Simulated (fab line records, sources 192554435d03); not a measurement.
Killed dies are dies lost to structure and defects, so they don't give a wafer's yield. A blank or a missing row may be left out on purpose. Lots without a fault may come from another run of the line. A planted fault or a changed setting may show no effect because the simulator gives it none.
Split-lot experiment | flow n5_finfet | 7 lots, 21 wafers read, on a route of 1938 steps

THE SPLIT
At N5_HKMG_FIN_EXPOSE_46 (exposes mask NDIPOLE), the setting dose_mj was moved away from the recipe's 40 on 9 of the 21 wafers read, by -2.0% to +5.5%. The other wafers ran this setting at the recipe's value.

FROM THE SPLIT TO THE READING: what the file shows between them, 1 step
- N5_HKMG_FIN_DEVELOP_48: develop time 30 s (also split here: develop_time_s)

THE READING
cd_nm, in nm, at N5_HKMG_FIN_CD_MEAS_49 (target cd 202 nm). Fault-free wafers of this fab line usually give 202.2 nm, standard deviation 0.69 nm.

wafer  | tool, chamber at the split | dose_mj as run | against the recipe | cd_nm, nm | against lot-mates on the recipe
L075.2 | arfi_scanner-01, 0         | 39.2           | -2.0%              | 201.0     | -0.4
L075.5 | arfi_scanner-01, 0         | 40             | recipe             | 201.4     | -
L075.6 | arfi_scanner-01, 0         | 39.2           | -2.0%              | 201.0     | -0.4
L076.2 | arfi_scanner-02, 0         | 40             | recipe             | 201.9     | -
L076.5 | arfi_scanner-02, 0         | 40             | recipe             | 202.1     | -
L076.6 | arfi_scanner-02, 0         | 40             | recipe             | 203.1     | -
L078.1 | arfi_scanner-02, 0         | 40             | recipe             | 201.7     | -
L078.3 | arfi_scanner-02, 0         | 42.15          | +5.4%              | 205.0     | +3.5
L078.6 | arfi_scanner-02, 0         | 40             | recipe             | 201.3     | -
L081.1 | arfi_scanner-02, 0         | 42.2           | +5.5%              | 205.7     | +3.8
L081.4 | arfi_scanner-02, 0         | 42.2           | +5.5%              | 205.3     | +3.4
L081.6 | arfi_scanner-02, 0         | 40             | recipe             | 201.9     | -
L085.1 | arfi_scanner-02, 0         | 41.04          | +2.6%              | 203.7     | no lot-mate on the recipe
L085.3 | arfi_scanner-02, 0         | 41.04          | +2.6%              | 204.9     | no lot-mate on the recipe
L085.6 | arfi_scanner-02, 0         | 41.04          | +2.6%              | 204.3     | no lot-mate on the recipe
L096.1 | arfi_scanner-03, 0         | 40             | recipe             | 203.6     | -
L096.3 | arfi_scanner-03, 0         | 40             | recipe             | 202.6     | -
L096.4 | arfi_scanner-03, 0         | 40             | recipe             | 201.3     | -
L097.2 | arfi_scanner-01, 0         | 42.19          | +5.5%              | 205.5     | +2.4
L097.3 | arfi_scanner-01, 0         | 40             | recipe             | 203.1     | -
L097.6 | arfi_scanner-01, 0         | 40             | recipe             | 203.0     | -

THE FIT
A straight line over all 21 wafers: cd_nm changes by +0.598 nm for each +1% of dose_mj; r = +0.91; the points scatter about the line by 0.68 nm.
The same after taking each lot's own level away (the mean of its wafers on the recipe; 18 wafers): +0.558 nm for each +1%; r = +0.93; scatter 0.59 nm.
On that fit, the largest move of dose_mj shifts the reading by 3.1 nm.
The lots' own levels span 201.40 to 203.05 nm, that is 2.4 times the standard deviation above.
So the lot-to-lot level changes the slope little: the two slopes agree.
Check: with one of the wafers moved furthest among these (+5.5%) left out of the fit, the line predicts +3.01 nm for it against its lot-mates. It came out at +3.8 nm against them.

OTHER SPLITS ON THESE WAFERS
These wafers also went through other splits before the reading. Each is held against what the fit with the lots' levels taken away leaves over:
other split on the same wafers        | wafers away from the commonest value | r with cd_nm (lot level and that fit taken away)
N5_HKMG_FIN_DEVELOP_48 develop_time_s | 9                                    | +0.41

THE FILE'S OWN FIT
cd_nm changes by +0.564 nm for each +1% of dose_mj, r = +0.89.
